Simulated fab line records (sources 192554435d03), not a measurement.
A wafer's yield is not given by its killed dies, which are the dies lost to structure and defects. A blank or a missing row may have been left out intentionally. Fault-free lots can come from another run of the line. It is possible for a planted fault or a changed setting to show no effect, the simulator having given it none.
Comparing a struck lot with a sound one    flow n5_finfet    35 steps out of a route of 1938
Sound: the wafers L914.3, L914.4, L914.6. Struck: wafer L911.5. (L911.4 of the same lot was not struck and is left out.) The cause comes at the end.
Order at every step that has rows: each side's tool, ch and its chambers, its first start. Under that, the readings that differ: sound wafers    struck wafers    difference of the means    sigmas: that difference in standard deviations of wafers without a fault.
alike: readings whose means differ by less than 2 such deviations, and words and numbers that are the same on both sides. not compared: withheld readings, readings that some wafer has no value for, bounds like >300 that may hide the same value, and numbers for which the record gives no deviation and whose values overlap.
The two part at a step that has a row with sigmas, a row that says differs or no value, or rows on one side only. Non-overlapping numbers with no deviation appear without sigmas and do not part them. A reading missing from all wafers of one side parts the sides only when that side holds two or more wafers.

first, 8 steps without rows for these wafers: N5_BEOL_M6_SPUTTER_48 (material Cu, target thk 10 nm, time 1.667 s); N5_BEOL_M6_ECD_50 (material Cu, target thk 300 nm); N5_BEOL_M6_ANNEAL_51 (time 90 s); N5_BEOL_M6_CMP_52 (polishes, stops on SiCOH lowk, t overpolish 6.9 s, target thk 80 nm); N5_BEOL_M6_PRE_CLEAN_55 (time 15 s); N5_BEOL_M6_DEP_56 (deposits SiCN from 3MS/NH3, target thk 10 nm, time 17.5 s); N5_BEOL_M7_ILD_DEP_00 (deposits SiCOH lowk from DEMS/porogen, target thk 179.75 nm, time 33.4 s); N5_BEOL_M7_CURE_74 (cures SiCOH lowk, time 240 s).
N5_BEOL_M7_PECVD_70: deposits SiO2 from TEOS/O2, target thk 20 nm, time 22.7 s.
  sound on pecvd-02 ch 0,1,2, day 14 16:05; struck on pecvd-03 ch 1, day 13 18:10
reading                                     sound                 struck  difference  sigmas
susceptor_temp_C (C)                        399.67 400.19 400.09  411.34  +11.36      +52
model.SiO2_of_BEOL_M7_PECVD_70.thk_nm (nm)  19.8 20 20.2          18.4    -1.6        
  alike: heater_power_w, showerhead_plenum_p_Torr, throttle_valve_pct
then, 25 steps without rows for these wafers: N5_BEOL_M7_HM_DEP_02 (deposits TiN, target thk 20 nm); N5_BEOL_M7_COAT_59 (time 60 s, resist thk 100 nm); N5_BEOL_M7_COAT_60 (time 60 s, resist thk 35 nm); N5_BEOL_M7_COAT_05 (resist thk 90 nm); N5_BEOL_M7_EBR_07; N5_BEOL_M7_SOFTBAKE_06 (time 60 s); N5_BEOL_M7_EXPOSE_08 (exposes mask M7); N5_BEOL_M7_PEB_09 (peb time 60 s); N5_BEOL_M7_DEVELOP_10 (develop time 30 s); N5_BEOL_M7_DESCUM_16 (chemistry O2, time 7.9 s); N5_BEOL_M7_ETCH_61 (etches SiARC in CF4, target depth 45.5 nm, time 75.8 s); N5_BEOL_M7_ETCH_62 (etches SOC in N2/H2, target depth 110 nm, overetch 22 nm, time 165 s); N5_BEOL_M7_STRIP_68 (strips in N2/H2); N5_BEOL_M7_STRIP_67 (strips in CF4); N5_BEOL_M7_HM_OPEN_17 (chemistry Cl2/BCl3, target TiN, target depth 20 nm, overetch 6 nm); N5_BEOL_M7_STRIP_19 (strips in O2); N5_BEOL_M7_COAT_63 (time 60 s, resist thk 60 nm); N5_BEOL_M7_COAT_64 (time 60 s, resist thk 12 nm); N5_BEOL_M7_COAT_71 (time 60 s, resist thk 5 nm); N5_BEOL_M7_COAT_22 (resist thk 30 nm); N5_BEOL_M7_EBR_24; N5_BEOL_M7_SOFTBAKE_23 (time 60 s); N5_BEOL_M7_EXPOSE_25 (exposes mask V6, target cd 40 nm); N5_BEOL_M7_PEB_26 (peb time 60 s); N5_BEOL_M7_DEVELOP_27 (develop time 30 s).
N5_BEOL_M7_HM_STRIP_39: strips TiN in peroxide tin strip, target depth 25 nm, time 158 s.
  sound on wet_bench-04 ch 2,3,5, day 15 00:08; struck on wet_bench-02 ch 7, day 13 22:13
reading                                     sound         struck  difference  sigmas
model.SiO2_of_BEOL_M7_PECVD_70.thk_nm (nm)  19.6 19.8 20  18.4    -1.4        

## WHERE THEY PART
Only at N5_BEOL_M7_PECVD_70, within this record.

WHY: what had been put in by the simulator
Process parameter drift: pecvd-03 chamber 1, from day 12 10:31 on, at N5_BEOL_M7_PECVD_70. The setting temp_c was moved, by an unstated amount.
